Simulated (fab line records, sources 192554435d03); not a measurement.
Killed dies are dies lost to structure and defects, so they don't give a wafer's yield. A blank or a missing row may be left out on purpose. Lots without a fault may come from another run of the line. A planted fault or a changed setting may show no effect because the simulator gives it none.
Split-lot experiment | flow n5_finfet | 7 lots, 39 wafers read, on a route of 1938 steps

THE SPLIT
At N5_FIN_SAQP_ALD_61 (deposits SiO2, target thk 4 nm, pulse time 1 s, purge time 2 s), the setting temp_c was moved away from the recipe's 300 C on 12 of the 39 wafers read, by -4.7% to +4.7%. The other wafers ran this setting at the recipe's value.

The reading is taken at the split's own step.

THE READING
SiO2_of_FIN_SAQP_ALD_61.thk_nm (the simulator's own value, which no gauge read), in nm, at N5_FIN_SAQP_ALD_61 (deposits SiO2, target thk 4 nm, pulse time 1 s, purge time 2 s). The file gives no usual value for it. The 27 wafers here that ran the recipe average 4.006 nm, standard deviation 0.02 nm.

wafer  | tool, chamber at the split | temp_c as run, C | against the recipe | SiO2_of_FIN_SAQP_ALD_61.thk_nm, nm | against lot-mates on the recipe
L074.1 | ald_sin-01, 3              | 314              | +4.7%              | 3.92                               | -0.071
L074.2 | ald_sin-01, 1              | 314              | +4.7%              | 3.947                              | -0.044
L074.3 | ald_sin-01, 2              | 300              | recipe             | 3.983                              | -
L074.4 | ald_sin-01, 0              | 300              | recipe             | 4.001                              | -
L074.5 | ald_sin-01, 3              | 314              | +4.7%              | 3.921                              | -0.070
L074.6 | ald_sin-01, 2              | 300              | recipe             | 3.988                              | -
L078.1 | ald_sin-01, 3              | 300              | recipe             | 4.012                              | -
L078.2 | ald_sin-01, 2              | 291.8            | -2.7%              | 4.111                              | +0.091
L078.3 | ald_sin-01, 1              | 291.8            | -2.7%              | 4.142                              | +0.122
L078.4 | ald_sin-01, 0              | 300              | recipe             | 4.006                              | -
L078.5 | ald_sin-01, 2              | 291.8            | -2.7%              | 4.144                              | +0.124
L078.6 | ald_sin-01, 1              | 300              | recipe             | 4.041                              | -
L086.1 | ald_sin-04, 0              | 300              | recipe             | 3.98                               | -
L086.2 | ald_sin-04, 1              | 300              | recipe             | 3.995                              | -
L086.3 | ald_sin-04, 2              | 300              | recipe             | 3.986                              | -
L086.4 | ald_sin-04, 3              | 300              | recipe             | 4.008                              | -
L086.5 | ald_sin-04, 3              | 300              | recipe             | 3.996                              | -
L086.6 | ald_sin-04, 2              | 300              | recipe             | 3.976                              | -
L089.1 | ald_sin-01, 2              | 286              | -4.7%              | 4.213                              | +0.184
L089.2 | ald_sin-01, 3              | 300              | recipe             | 4.045                              | -
L089.3 | ald_sin-01, 1              | 286              | -4.7%              | 4.231                              | +0.202
L089.4 | ald_sin-01, 0              | 300              | recipe             | 4.002                              | -
L089.5 | ald_sin-01, 3              | 300              | recipe             | 4.041                              | -
L089.6 | ald_sin-01, 0              | 286              | -4.7%              | 4.216                              | +0.187
L090.1 | ald_sin-01, 2              | 300              | recipe             | 3.98                               | -
L090.3 | ald_sin-01, 1              | 300              | recipe             | 4.012                              | -
L090.5 | ald_sin-01, 3              | 300              | recipe             | 4.051                              | -
L093.1 | ald_sin-02, 1              | 300              | recipe             | 3.999                              | -
L093.2 | ald_sin-02, 2              | 300              | recipe             | 4.009                              | -
L093.3 | ald_sin-02, 3              | 300              | recipe             | 4.006                              | -
L093.6 | ald_sin-02, 3              | 300              | recipe             | 4.006                              | -
L093.4 | ald_sin-02, 0              | 300              | recipe             | 4.024                              | -
L093.5 | ald_sin-02, 2              | 300              | recipe             | 4.011                              | -
L095.1 | ald_sin-04, 1              | 300              | recipe             | 4.014                              | -
L095.2 | ald_sin-04, 0              | 300              | recipe             | 4                                  | -
L095.3 | ald_sin-04, 2              | 309.4            | +3.1%              | 3.93                               | -0.076
L095.4 | ald_sin-04, 3              | 300              | recipe             | 4.003                              | -
L095.5 | ald_sin-04, 2              | 309.4            | +3.1%              | 3.933                              | -0.073
L095.6 | ald_sin-04, 1              | 309.4            | +3.1%              | 3.971                              | -0.035

THE FIT
A straight line over all 39 wafers: SiO2_of_FIN_SAQP_ALD_61.thk_nm changes by -0.0312 nm for each +1% of temp_c; r = -0.91; the points scatter about the line by 0.032 nm.
The same after taking each lot's own level away (the mean of its wafers on the recipe; 39 wafers): -0.0276 nm for each +1%; r = -0.90; scatter 0.029 nm.
On that fit, the largest move of temp_c shifts the reading by 0.13 nm.
The lots' own levels span 3.9902 to 4.0293 nm, that is 2.0 times the standard deviation above.
So the lot-to-lot level changes the slope: the two fits differ.
Check: with one of the wafers moved furthest among these (+4.7%) left out of the fit, the line predicts -0.121 nm for it against its lot-mates. It came out at -0.0707 nm against them.

THE FILE'S OWN FIT
SiO2_of_FIN_SAQP_ALD_61.thk_nm changes by -0.0275 nm for each +1% of temp_c, r = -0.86.
